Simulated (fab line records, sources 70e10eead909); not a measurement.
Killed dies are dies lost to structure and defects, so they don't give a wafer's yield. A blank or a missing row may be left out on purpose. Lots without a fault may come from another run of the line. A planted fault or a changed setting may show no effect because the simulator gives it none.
Chamber matching | flow nand_harc | NHARC_A_STAIRCASE_ALD_415 on ald_hk-02: 4 sister chambers
The step deposits SiO2, target thk 30 nm, pulse time 6 s, ald cycles 300. 4 wafers are shown with their chamber, then 9 later ones without.

WAFERS WITH THEIR CHAMBER
wafer  | chamber | heater_power_w (W)
L084.1 | 1       | 429
L083.6 | 3       | 473
L087.4 | 0       | 454
L087.6 | 2       | 439

WAFERS WITHOUT THEIR CHAMBER
wafer  | heater_power_w (W)
L091.2 | 445
L091.3 | 451
L091.5 | 441
L096.2 | 447
L096.5 | 447
L096.6 | 427
L097.1 | 436
L097.2 | 446
L097.5 | 445

WHICH CHAMBER EACH WENT THROUGH
wafer  | from the rows above          | in truth
L091.2 | can't be placed: 2 or 0 or 1 | 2
L091.3 | can't be placed: 0 or 2      | 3
L091.5 | can't be placed: 2 or 1      | 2
L096.2 | can't be placed: 0 or 2      | 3
L096.5 | can't be placed: 0 or 2      | 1
L096.6 | can't be placed: 1 or 2      | 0
L097.1 | can't be placed: 2 or 1      | 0
L097.2 | can't be placed: 2 or 0 or 1 | 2
L097.5 | can't be placed: 2 or 0 or 1 | 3
Placed correctly: 0 of 9. Can't be placed from these rows: 9 (the true chamber is among the candidates in 3). Placed wrongly: 0.
How it was worked out, from the rows above alone: a wafer's distance from a chamber is the root of the sum, over the readings, of the square of ((its reading less the chamber's mean) divided by the reading's scatter). The wafer belongs to the nearest chamber; if the next one is less than 2 further off, it can't be placed. A chamber's mean is the mean of its shown wafers. The scatter: with one shown wafer a chamber, the root of the mean of the squares of how far each hidden wafer lies from its nearest shown one.
